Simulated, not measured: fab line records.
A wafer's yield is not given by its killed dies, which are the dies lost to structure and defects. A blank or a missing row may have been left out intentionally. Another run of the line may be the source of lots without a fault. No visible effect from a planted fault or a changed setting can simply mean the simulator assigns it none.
A lot that was struck, set against a sound lot ; flow n5-finfet ; 36 steps out of a route of 1938
Sound: the wafers L867.2, L867.3, L867.5. The struck wafers were L866.1, L866.4, L866.6. The cause is given at the end.
For every step that has rows: the tool of each side, followed by ch and its chambers, followed by its first start. Under that, the readings that differ: sound wafers ; struck wafers ; difference of the means ; sigmas: that difference in standard deviations of wafers without a fault.
alike: readings whose means differ by less than 2 such deviations, and words and numbers that are the same on both sides. not compared: withheld readings, readings that some wafer has no value for, bounds like >300 that may hide the same value, and numbers for which the record gives no deviation and whose values overlap.
The two part at a step that has a row with sigmas, a row that says differs or no value, or rows on one side only. Non-overlapping numbers with no deviation appear without sigmas and do not part them. A reading that every wafer of one side lacks parts them only if that side has two wafers or more.

first, 9 steps without rows for these wafers: N5_BEOL_M4_ANNEAL_95 (time 240 s); N5_BEOL_M4_SPUTTER_96 (material Cu, target thk 4.5 nm, time 8.29 s); N5_BEOL_M4_ECD_50 (material Cu, target thk 300 nm); N5_BEOL_M4_ANNEAL_51 (time 90 s); N5_BEOL_M4_CMP_52 (polishes, stops on SiOC, t overpolish 6.8 s, target thk 40 nm); N5_BEOL_M4_PRE_CLEAN_60 (time 15 s); N5_BEOL_M4_CO_CAP_55 (material Co, precursor CCTBA/H2, target thk 2 nm, time 102.1 s); N5_BEOL_M4_PRE_CLEAN_56 (time 15 s); N5_BEOL_M4_DEP_57 (deposits SiCN from 3MS/NH3, target thk 8 nm, time 14 s).
N5_BEOL_M4_RC_MEAS_101:
  sound on prober-01 ch 0, day 11 06:26; struck on prober-02 ch 0, day 11 08:21
  alike: DIBL_N, DIBL_P, IOFF_N, IOFF_P, ION_N, ION_P, SS_N, SS_P, VT_N, VT_P
then, 24 steps without rows for these wafers: N5_BEOL_M5_ILD_DEP_00 (deposits SiCOH lowk from DEMS/porogen, target thk 140.64 nm, time 25.9 s); N5_BEOL_M5_CURE_79 (cures SiCOH lowk, time 240 s); N5_BEOL_M5_PECVD_70 (deposits SiO2 from TEOS/O2, target thk 16 nm, time 18 s); N5_BEOL_M5_HM_DEP_02 (deposits TiN, target thk 20 nm); N5_BEOL_M5_COAT_59 (time 60 s, resist thk 60 nm); N5_BEOL_M5_COAT_60 (time 60 s, resist thk 12 nm); N5_BEOL_M5_COAT_71 (time 60 s, resist thk 5 nm); N5_BEOL_M5_COAT_05 (resist thk 30 nm); N5_BEOL_M5_EBR_07; N5_BEOL_M5_SOFTBAKE_06 (time 60 s); N5_BEOL_M5_EXPOSE_08 (exposes mask M5, target cd 28 nm); N5_BEOL_M5_PEB_09 (peb time 60 s); N5_BEOL_M5_DEVELOP_10 (develop time 30 s); N5_BEOL_M5_DESCUM_16 (chemistry O2, time 7 s); N5_BEOL_M5_ETCH_72 (etches underlayer in N2/H2, target depth 6.5 nm, time 5.2 s); N5_BEOL_M5_ETCH_61 (etches SiARC in CF4, target depth 15.6 nm, time 26 s); N5_BEOL_M5_ETCH_62 (etches SOC in N2/H2, target depth 75 nm, overetch 15 nm, time 112.5 s); N5_BEOL_M5_STRIP_63 (strips in N2/H2); N5_BEOL_M5_STRIP_73 (strips in N2/H2); N5_BEOL_M5_STRIP_64 (strips in CF4); N5_BEOL_M5_HM_OPEN_17 (chemistry Cl2/BCl3, target TiN, target depth 20 nm, overetch 6 nm); N5_BEOL_M5_STRIP_19 (strips in O2); N5_BEOL_M5_COAT_65 (time 60 s, resist thk 60 nm); N5_BEOL_M5_COAT_66 (time 60 s, resist thk 12 nm).
N5_BEOL_M9_VIA_ETCH_34: etches SiCOH lowk in C4F6/O2, target depth 182.4 nm, time 68.4 s.
  sound on rie-diel-03 ch 0,1,3, day 13 05:44; struck on rie-diel-01 ch 0,1, day 13 05:29
  no value came back on the struck wafers for any of 7 readings (C4F6_flow_sccm (sccm), O2_flow_sccm (sccm) and others); on the sound wafers C4F6_flow_sccm (sccm) reads 9.973 9.981 10.046
reading;sound;struck;difference;sigmas
model.SOC_of_BEOL_M9_COAT_63.thk-nm (nm);50.8 51.2 50.8;60 60.2 60;+9;
model.SiARC_of_BEOL_M9_COAT_64.thk-nm (nm);0 0 0;6.4 6.4 6.4;+6.4;
  not compared: rf-hours-counter-h
-- the record jumps here: 3 days lie between the struck wafers' starts before and after (it left off in module BEOL_M9 and takes up again in module PASSIVATION, whose first step shown is number 1936 of the route) --
N5_PASSIVATION_PROBE_49:
  the record has rows for the struck wafers here (prober-01, day 15 19:14) and none for the sound ones

WHERE THEY PART
Earliest at N5_BEOL_M9_VIA_ETCH_34; latest, in this record, at N5_PASSIVATION_PROBE_49.

WHY: the cause the simulator had injected
Skipped step whole: rie-diel-01, from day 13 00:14 on, at N5_BEOL_M9_VIA_ETCH_34. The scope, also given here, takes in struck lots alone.
